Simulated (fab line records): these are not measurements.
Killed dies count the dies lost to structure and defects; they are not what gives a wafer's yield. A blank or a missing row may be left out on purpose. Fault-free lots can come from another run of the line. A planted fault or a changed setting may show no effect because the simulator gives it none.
fab line records	flow n5Finfet	part 1 of 2: steps 1 to 4 of 6
record lots=19	wafers=57	lastDay=17
route steps=1938 shown BEOL_M14@1731 BEOL_M15@1786
lots with no fault: from the same line, run without faults
startH: hours from the record's first day to the start of the lot's first wafer shown	waitH: time in hours since the lot's previous step	" same as the row above	L1.1+2: a row that stands for several wafers	- no value, or no start given	* or withheld: withheld	< > ~ a bound
route shown NAME@n: a module of which the file shows steps, and the number in the route of the first	usual: the fault-free wafers' mean and standard deviation	same: alike in all rows	chamber/n: place in a boat	sites: per-site readings	_std_site: standard deviation across them	_edge_site: the outer-site mean with the inner-site mean subtracted	radiusMm: for every site, how far away it sits from the centre of the wafer	mask NAME#n: copy n	behind: tool/chamber where the wafer was last shaped	hold: reason for holding the lot/hours on hold/outcome of the hold	device: the n, p or np transistor that did not switch	end of line: the route-end tests of the same wafers	a step with no rows: only its recipe	killed: not the wafer's yield, but the dies lost to structure and defects at the first sort	map: shows each die of a wafer: x if killed, . if not, _ if none is there
set.NAME: the setting the step ran with; set.NAME@STEP: the setting that earlier step ran with	model.NAME: the simulator's own value behind a step, which no gauge read
route steps across a sampled set of lots; one table per step, one row per wafer
services: when a tool's chamber went out of use (startH, in hours from the record's first day, below 0 if earlier), for how many hours, and the reason
## steps
# step N5_BEOL_M14_VIA_ETCH_16
# recipe chemistry=C4F8/O2/Ar	target=SiO2	heInnerTorr=15	heOuterTorr=30	targetDepthA=12313	timeS=withheld	ionEnergyEv=800	pressureMtorr=20	sourceW=1905	biasW=2040	Ar_flow_sccm=400	C4F8_flow_sccm=16	O2_flow_sccm=12	ends=cleared
# usual drypumpMotorCurrentA=5.9/0.53	heInnerTorr=14.997/0.027	heOuterTorr=29.99/0.064	oes_ar_750_au=0.80/0.072	oes_f_703_au=0.80/0.074	oesProductAu=0.72/0.068	rfVppV=2229/17	showerheadPlenumPTorr=3.41/0.097	throttleValvePct=30.88/0.24
lot.wafer	tool	chamber	startH	waitH	drypumpMotorCurrentA	heInnerTorr	heOuterTorr	oes_ar_750_au	oes_f_703_au	oesProductAu	rfVppV	showerheadPlenumPTorr	throttleValvePct
L077.1	rieDiel-04	3	251.15	0.0	6.0	14.975	29.87	0.80	0.79	0.73	2254	3.60	30.76
L077.3	"	1	"	"	5.9	15.004	30.03	0.90	0.91	0.81	2216	3.36	30.81
L077.5	"	0	"	"	6.5	14.993	30.08	0.91	0.92	0.84	2213	3.39	30.85
L075.3	rieDiel-02	3	251.65	0.0	5.1	14.991	29.95	0.65	0.65	0.59	2200	3.38	31.33
L075.4	"	0	"	"	5.3	14.995	30.10	0.84	0.85	0.77	2210	3.35	30.43
L075.5	"	1	"	"	5.5	15.030	29.94	0.69	0.69	0.63	2234	3.52	31.04
L076.2	rieDiel-06	3	251.66	0.0	4.9	15.045	30.01	0.77	0.77	0.70	2249	3.45	31.07
L076.4	"	1	"	"	5.7	15.006	30.00	0.72	0.73	0.66	2248	3.56	31.28
L076.6	"	2	"	"	5.9	14.950	29.98	0.71	0.70	0.63	2237	3.29	30.63
L078.1	rieDiel-02	1	273.94	0.0	5.5	15.002	29.98	0.68	0.68	0.62	2234	3.52	31.07
L078.3	"	0	"	"	5.3	14.930	29.97	0.82	0.84	0.75	2209	3.34	30.44
L078.6	"	1	"	"	5.5	15.029	29.95	0.69	0.68	0.62	2233	3.52	31.05
L080.1	rieDiel-02	0	277.24	0.0	5.3	14.979	29.97	0.83	0.84	0.76	2209	3.34	30.43
L080.3	"	1	"	"	5.5	15.001	30.03	0.68	0.69	0.61	2233	3.52	31.03
L080.6	"	3	"	"	5.1	14.972	29.99	0.97	0.96	0.89	2200	3.38	31.15
L081.1	rieDiel-04	3	285.05	0.0	6.0	14.990	29.98	0.79	0.78	0.72	2254	3.60	30.77
L081.4	"	0	"	"	6.5	14.991	29.88	0.89	0.89	0.81	2212	3.38	30.85
L081.6	"	3	"	"	6.0	14.960	29.98	0.78	0.78	0.72	2253	3.60	30.79
L083.1	rieDiel-06	1	287.40	0.0	5.7	14.979	30.07	0.72	0.72	0.65	2249	3.55	31.26
L083.2	"	3	"	"	4.9	14.964	30.01	0.76	0.76	0.69	2249	3.44	31.07
L083.4	"	2	"	"	5.9	15.050	29.83	0.70	0.69	0.63	2237	3.29	30.65
L084.3	rieDiel-04	2	295.11	0.0	5.8	15.030	29.91	0.78	0.78	0.71	2243	3.32	31.01
L084.5	"	1	"	"	5.9	15.040	30.06	0.86	0.88	0.79	2216	3.35	30.83
L084.6	"	2	"	"	5.8	15.019	29.91	0.77	0.78	0.70	2241	3.32	31.00
L085.2	rieDiel-04	2	299.40	0.0	5.8	14.982	29.98	0.78	0.78	0.71	2241	3.32	31.01
L085.4	"	0	"	"	6.5	15.064	30.11	0.89	0.88	0.81	2212	3.38	30.87
L085.6	"	0	"	"	6.6	15.024	30.02	0.89	0.88	0.81	2212	3.38	30.87
L086.1	rieDiel-04	3	310.25	0.0	6.0	14.972	29.97	0.78	0.77	0.71	2253	3.59	30.79
L086.2	"	1	"	"	5.9	15.006	30.06	0.88	0.87	0.79	2216	3.35	30.84
L086.4	"	2	"	"	5.9	14.982	29.95	0.77	0.77	0.70	2244	3.32	31.00
L087.2	rieDiel-02	1	319.83	0.0	5.5	15.008	30.01	0.93	0.95	0.86	2234	3.51	30.81
L087.5	"	1	"	"	5.5	14.991	30.02	0.95	0.95	0.85	2234	3.51	30.81
L087.6	"	2	"	"	6.5	15.029	29.97	0.78	0.78	0.70	2234	3.44	31.09
L090.1	rieDiel-04	0	326.84	0.0	6.5	15.006	29.98	0.87	0.87	0.78	2212	3.37	30.88
L090.3	"	1	"	"	6.0	15.047	30.01	0.86	0.87	0.76	2218	3.35	30.83
L090.6	"	1	"	"	6.0	14.998	30.05	0.86	0.86	0.77	2215	3.35	30.84
L088.2	rieDiel-02	0	332.91	0.0	5.3	14.989	30.02	0.80	0.81	0.73	2209	3.33	30.46
L088.3	"	1	"	"	5.5	14.974	29.95	0.93	0.93	0.84	2233	3.51	30.81
L088.5	"	0	"	"	5.3	15.002	30.14	0.80	0.81	0.72	2209	3.33	30.44
L091.4	rieDiel-04	0	335.11	0.0	6.5	14.980	30.05	0.86	0.87	0.78	2213	3.37	30.87
L091.5	"	0	"	"	6.5	14.970	30.00	0.86	0.87	0.78	2210	3.37	30.86
L091.6	"	1	"	"	5.9	14.981	29.91	0.85	0.86	0.76	2215	3.34	30.83
L089.2	rieDiel-06	1	336.90	0.0	5.7	15.047	29.96	0.70	0.70	0.63	2247	3.54	31.30
L089.3	"	2	"	"	6.0	14.996	29.98	0.69	0.68	0.62	2234	3.28	30.66
L089.6	"	0	"	"	6.8	14.988	29.99	0.73	0.73	0.65	2224	3.28	30.38
L092.1	rieDiel-02	3	349.76	0.0	5.1	14.971	30.13	0.88	0.87	0.80	2198	3.37	31.18
L092.4	"	0	"	"	5.3	14.980	29.87	0.80	0.80	0.72	2209	3.33	30.47
L092.6	"	3	"	"	5.1	14.995	30.03	0.88	0.87	0.81	2199	3.37	31.17
L095.1	rieDiel-04	2	361.66	0.0	5.9	14.972	30.07	0.76	0.76	0.69	2242	3.31	31.03
L095.3	"	0	"	"	6.5	15.002	30.06	0.85	0.85	0.77	2212	3.37	30.89
L095.4	"	3	"	"	6.0	15.019	29.98	0.77	0.76	0.70	2251	3.58	30.81
L093.1	rieDiel-04	2	362.92	0.0	5.9	14.995	29.94	0.76	0.76	0.68	2243	3.31	31.02
L093.4	"	0	"	"	6.5	14.958	29.98	0.85	0.85	0.78	2211	3.37	30.88
L093.5	"	3	"	"	6.0	14.977	29.89	0.76	0.75	0.70	2252	3.58	30.80
L097.1	rieDiel-02	2	378.02	0.0	6.5	15.027	29.97	0.76	0.76	0.68	2233	3.43	31.11
L097.4	"	1	"	"	5.5	15.002	30.13	0.90	0.90	0.80	2232	3.50	30.82
L097.5	"	0	"	"	5.3	14.971	29.92	0.79	0.79	0.72	2207	3.32	30.50
# step N5_BEOL_M14_STRIP_64
# recipe chemistry=O2	powerW=600	tempC=60	pressureMtorr=30	rfFrequencyHz=6e+07	biasPowerW=0	overashFraction=0.3	o2FlowSccm=225
# usual drypumpMotorCurrentA=5.9/0.53	oesProductAu=0.80/0.075	rfVppV=3.7/0.48	showerheadPlenumPTorr=2.08/0.064	throttleValvePct=16.68/0.21
lot.wafer	tool	chamber	startH	waitH	drypumpMotorCurrentA	oesProductAu	rfHoursCounterH	rfVppV	showerheadPlenumPTorr	throttleValvePct
L077.1	rieDiel-04	3	-	-	6.0	0.81	87	3.4	2.21	16.59
L077.3	"	1	"	"	6.0	0.89	30	3.2	2.05	16.58
L077.5	"	0	"	"	6.5	0.93	-	4.2	2.07	16.49
L075.3	rieDiel-02	3	-	-	5.1	0.65	250	3.8	2.06	17.20
L075.4	"	0	"	"	5.3	0.85	50	3.7	2.05	16.26
L075.5	"	1	"	"	5.5	0.68	-	3.6	2.16	16.96
L076.2	rieDiel-06	3	-	-	4.9	0.78	120	3.4	2.10	16.75
L076.4	"	1	"	"	5.7	0.73	167	4.1	2.19	17.10
L076.6	"	2	"	"	5.9	0.70	-	3.2	2.00	16.61
L078.1	rieDiel-02	1	-	-	5.5	0.68	246	3.7	2.15	16.98
L078.3	"	0	"	"	5.2	0.84	62	3.9	2.04	16.28
L078.6	"	1	"	"	5.5	0.68	-	3.6	2.15	16.98
L080.1	rieDiel-02	0	-	-	5.3	0.84	64	3.7	2.04	16.26
L080.3	"	1	"	"	5.5	0.69	248	3.8	2.15	16.99
L080.6	"	3	"	"	5.1	0.99	-	4.1	2.06	16.74
L081.1	rieDiel-04	3	-	-	6.0	0.81	99	4.0	2.21	16.61
L081.4	"	0	"	"	6.5	0.90	29	4.1	2.06	16.54
L081.6	"	3	"	"	6.0	0.80	-	4.0	2.21	16.62
L083.1	rieDiel-06	1	-	-	5.7	0.71	179	3.9	2.18	17.14
L083.2	"	3	"	"	4.9	0.76	133	3.4	2.10	16.78
L083.4	"	2	"	"	5.9	0.69	195	4.2	2.00	16.63
L084.3	rieDiel-04	2	-	-	5.8	0.77	113	3.5	2.03	16.79
L084.5	"	1	"	"	5.9	0.86	-	3.8	2.04	16.59
L084.6	"	2	"	"	5.9	0.79	-	3.4	2.03	16.78
L085.2	rieDiel-04	2	-	-	5.9	0.78	115	4.5	2.02	16.78
L085.4	"	0	"	"	6.5	0.89	33	4.6	2.06	16.54
L085.6	"	0	"	"	6.5	0.89	-	3.5	2.06	16.53
L086.1	rieDiel-04	3	-	-	6.0	0.80	108	3.6	2.20	16.63
L086.2	"	1	"	"	5.9	0.86	50	3.4	2.04	16.60
L086.4	"	2	"	"	5.8	0.79	119	4.0	2.02	16.78
L087.2	rieDiel-02	1	-	-	5.5	0.96	8	3.0	2.15	16.52
L087.5	"	1	"	"	5.5	0.95	-	4.1	2.15	16.53
L087.6	"	2	"	"	6.5	0.77	-	4.6	2.09	16.86
L090.1	rieDiel-04	0	-	-	6.5	0.87	43	4.7	2.06	16.57
L090.3	"	1	"	"	5.9	0.85	56	3.4	2.04	16.63
L090.6	"	1	"	"	5.9	0.86	-	4.3	2.04	16.61
L088.2	rieDiel-02	0	-	-	5.3	0.80	86	3.1	2.04	16.32
L088.3	"	1	"	"	5.5	0.94	12	3.5	2.15	16.55
L088.5	"	0	"	"	5.2	0.81	-	3.3	2.04	16.33
L091.4	rieDiel-04	0	-	-	6.5	0.87	46	3.8	2.06	16.56
L091.5	"	0	"	"	6.5	0.87	-	4.5	2.06	16.55
L091.6	"	1	"	"	5.9	0.85	-	3.2	2.04	16.61
L089.2	rieDiel-06	1	-	-	5.7	0.71	196	4.4	2.18	17.14
L089.3	"	2	"	"	6.0	0.68	213	3.3	1.99	16.65
L089.6	"	0	"	"	6.8	0.74	-	3.1	1.99	16.45
L092.1	rieDiel-02	3	-	-	5.1	0.90	30	3.2	2.05	16.79
L092.4	"	0	"	"	5.3	0.80	92	4.1	2.03	16.33
L092.6	"	3	"	"	5.1	0.90	-	3.2	2.05	16.79
L095.1	rieDiel-04	2	-	-	5.8	0.77	137	3.8	2.02	16.81
L095.3	"	0	"	"	6.5	0.87	55	3.7	2.05	16.58
L095.4	"	3	"	"	6.0	0.78	124	4.0	2.20	16.66
L093.1	rieDiel-04	2	-	-	5.9	0.76	138	2.8	2.02	16.81
L093.4	"	0	"	"	6.5	0.85	56	4.1	2.05	16.58
L093.5	"	3	"	"	6.0	0.78	-	4.3	2.20	16.67
L097.1	rieDiel-02	2	-	-	6.5	0.75	160	4.4	2.08	16.89
L097.4	"	1	"	"	5.5	0.91	28	3.4	2.14	16.57
L097.5	"	0	"	"	5.3	0.79	-	3.7	2.03	16.33
# step N5_BEOL_M14_SPUTTER_43
# recipe material=TaN	targetThkA=150	tempC=50	biasV=168.6	powerW=15000	chamberPressurePa=0.12	timeS=24.19
# usual cathodeDcPowerW=15000/2.7	throttleValvePct=29.8/1.4
lot.wafer	tool	chamber	startH	waitH	cathodeDcPowerW	throttleValvePct
L077.1	pvdSputter-01	-	254.93	0.0	15003	31.2
L077.3	"	-	"	"	15000	29.2
L077.5	"	-	"	"	15001	30.3
L075.3	pvdSputter-02	-	255.47	0.0	14999	30.0
L075.4	"	-	"	"	15002	29.7
L075.5	"	-	"	"	15006	30.0
L076.2	pvdSputter-02	-	258.01	0.0	15001	29.4
L076.4	"	-	"	"	15000	30.0
L076.6	"	-	"	"	14998	29.7
L078.1	pvdSputter-02	-	278.16	0.0	14994	29.5
L078.3	"	-	"	"	15000	28.0
L078.6	"	-	"	"	14995	27.9
L080.1	pvdSputter-02	-	281.80	0.0	14996	29.7
L080.3	"	-	"	"	15001	29.2
L080.6	"	-	"	"	14999	29.4
L081.1	pvdSputter-03	-	288.71	0.0	14998	32.3
L081.4	"	-	"	"	15002	31.4
L081.6	"	-	"	"	15000	31.2
L083.1	pvdSputter-03	-	290.75	0.0	14996	29.8
L083.2	"	-	"	"	15003	31.6
L083.4	"	-	"	"	15000	32.2
L084.3	pvdSputter-01	-	298.25	0.0	14996	29.1
L084.5	"	-	"	"	15000	30.2
L084.6	"	-	"	"	15000	28.6
L085.2	pvdSputter-02	-	302.96	0.0	14998	29.7
L085.4	"	-	"	"	15000	29.4
L085.6	"	-	"	"	14997	29.6
L086.1	pvdSputter-03	-	312.77	0.0	15000	29.7
L086.2	"	-	"	"	14995	28.0
L086.4	"	-	"	"	15004	32.2
L087.2	pvdSputter-02	-	324.86	0.0	15002	29.7
L087.5	"	-	"	"	14999	27.9
L087.6	"	-	"	"	14997	29.6
L090.1	pvdSputter-02	-	329.41	0.0	15003	29.7
L090.3	"	-	"	"	14998	27.9
L090.6	"	-	"	"	14999	27.9
L088.2	pvdSputter-03	-	339.31	0.0	14999	27.9
L088.3	"	-	"	"	14999	31.2
L088.5	"	-	"	"	15002	31.7
L091.4	pvdSputter-01	-	339.34	0.0	14995	31.1
L091.5	"	-	"	"	15002	29.0
L091.6	"	-	"	"	14997	30.3
L089.2	pvdSputter-03	-	339.83	0.0	15003	31.9
L089.3	"	-	"	"	15004	29.7
L089.6	"	-	"	"	15001	32.3
L092.1	pvdSputter-01	-	354.11	0.0	14998	31.1
L092.4	"	-	"	"	15001	28.4
L092.6	"	-	"	"	15003	28.5
L095.1	pvdSputter-03	-	363.59	0.0	15002	32.2
L095.3	"	-	"	"	15002	30.0
L095.4	"	-	"	"	15001	28.0
L093.1	pvdSputter-01	-	368.10	0.0	14995	30.2
L093.4	"	-	"	"	15004	31.2
L093.5	"	-	"	"	15001	28.5
L097.1	pvdSputter-03	-	382.51	0.0	15001	32.2
L097.4	"	-	"	"	15000	28.0
L097.5	"	-	"	"	14998	32.4
# step N5_BEOL_M14_CMP_49
# recipe stopOn=SiO2	tOverpolishS=5.2	downForcePsi=2	platenRpm=80	clearingPlatenDownForcePsi=2	clearingPlatenRpm=80	postCmpClean=cuAlkaline	targetThkNm=560	clearingPlatenPadVelocityMS=1.5917	padVelocityMS=1.5917
# usual barrierFieldEndpointS=11.40/0.22	headPressurePsi=2.000/0.0045	motorCurrentA=8.2/0.88	overpolishRunS=5.201/0.0084	slurryFilterDpKPa=13.51/0.13	timeToEndpointS=122/3.2
lot.wafer	tool	chamber	startH	waitH	barrierFieldEndpointS	headPressurePsi	motorCurrentA	overpolishRunS	slurryFilterDpKPa	timeToEndpointS
L077.3	cmp-04	0	255.78	0.2	11.32	1.998	7.9	5.188	13.43	123
L077.1	"	2	"	"	11.75	1.999	9.3	5.217	13.31	129
L077.5	"	0	"	"	11.37	1.997	8.1	5.192	13.66	123
L075.3	cmp-01	0	256.31	0.2	11.71	1.999	8.1	5.208	13.69	129
L075.4	"	1	"	"	11.69	1.999	7.7	5.189	13.57	123
L075.5	"	3	"	"	11.80	2.009	8.0	5.201	13.47	124
L076.4	cmp-01	0	258.80	0.1	12.03	2.003	8.4	5.199	13.49	126
L076.2	"	2	"	"	11.43	2.002	7.0	5.204	13.70	116
L076.6	"	1	"	"	11.53	2.004	8.0	5.195	13.63	121
L078.3	cmp-01	3	279.00	0.2	11.42	2.001	8.5	5.200	13.33	122
L078.1	"	0	"	"	11.62	1.990	8.4	5.203	13.39	127
L078.6	"	1	"	"	11.38	1.996	8.1	5.212	13.68	123
L080.1	cmp-04	3	282.63	0.3	11.31	2.003	8.2	5.191	13.47	121
L080.3	"	1	"	"	11.30	1.995	9.3	5.195	13.24	119
L080.6	"	2	"	"	11.33	1.999	9.8	5.209	13.39	123
L081.1	cmp-01	1	289.55	0.3	11.40	1.995	7.8	5.192	13.64	122
L081.4	"	2	"	"	11.55	1.996	6.9	5.200	13.58	120
L081.6	"	3	"	"	11.37	1.996	7.9	5.194	13.74	122
L083.2	cmp-03	0	291.55	0.2	11.26	2.001	7.1	5.192	13.65	122
L083.4	"	1	"	"	11.19	2.003	8.2	5.221	13.52	122
L083.1	"	2	"	"	11.45	2.003	7.9	5.199	13.34	118
L084.3	cmp-04	3	299.37	0.2	11.55	1.998	8.3	5.190	13.23	124
L084.6	"	2	"	"	11.92	2.004	9.6	5.211	13.67	126
L084.5	"	3	"	"	11.79	2.003	8.1	5.208	13.69	124
L085.2	cmp-03	3	303.97	0.3	11.70	2.002	9.0	5.187	13.55	125
L085.4	"	0	"	"	11.64	1.996	7.4	5.199	13.48	123
L085.6	"	1	"	"	11.57	2.008	8.1	5.196	13.59	123
L086.4	cmp-03	0	313.53	0.1	11.47	2.000	7.3	5.200	13.73	124
L086.1	"	1	"	"	11.21	1.999	7.4	5.211	13.40	122
L086.2	"	3	"	"	11.32	1.999	9.0	5.197	13.71	123
L087.2	cmp-04	1	325.66	0.2	11.12	2.007	10.7	5.204	13.47	121
L087.5	"	0	"	"	11.11	1.999	8.4	5.207	13.55	123
L087.6	"	1	"	"	11.22	1.996	10.2	5.192	13.46	121
L090.1	cmp-03	3	330.21	0.3	11.83	2.000	9.4	5.197	13.51	129
L090.3	"	1	"	"	11.71	1.991	8.2	5.178	13.63	123
L090.6	"	3	"	"	11.95	1.996	9.4	5.200	13.68	125
L088.2	cmp-04	3	340.07	0.2	11.51	2.007	8.5	5.199	13.49	122
L088.3	"	0	"	"	11.36	2.000	8.2	5.182	13.41	121
L088.5	"	3	"	"	11.18	2.003	8.6	5.198	13.54	119
L091.4	cmp-03	1	340.38	0.2	11.54	1.994	8.2	5.188	13.31	127
L091.5	"	3	"	"	11.40	2.004	9.3	5.212	13.27	124
L091.6	"	0	"	"	11.68	1.998	7.1	5.188	13.48	129
L089.2	cmp-03	1	340.59	0.2	11.11	2.007	8.1	5.189	13.25	120
L089.3	"	3	"	"	11.17	1.998	9.4	5.198	13.54	120
L089.6	"	2	"	"	11.01	1.994	7.7	5.200	13.33	114
L092.1	cmp-01	1	354.88	0.3	11.47	2.001	8.0	5.217	13.41	123
L092.4	"	0	"	"	11.48	2.001	8.4	5.213	13.52	121
L092.6	"	1	"	"	11.75	1.995	7.7	5.202	13.62	125
L095.3	cmp-01	0	364.55	0.2	11.13	2.001	8.2	5.192	13.45	120
L095.1	"	1	"	"	11.38	2.005	8.1	5.210	13.33	122
L095.4	"	2	"	"	11.38	2.001	6.9	5.196	13.59	122
L093.1	cmp-01	2	368.86	0.3	11.22	1.997	7.1	5.200	13.69	119
L093.4	"	1	"	"	11.24	2.002	7.8	5.201	13.35	120
L093.5	"	3	"	"	11.21	1.996	7.9	5.190	13.38	118
L097.4	cmp-03	1	383.28	0.1	11.41	2.005	7.6	5.203	13.54	124
L097.1	"	3	"	"	11.50	1.997	9.2	5.200	13.35	124
L097.5	"	2	"	"	11.37	2.001	7.8	5.195	13.48	126
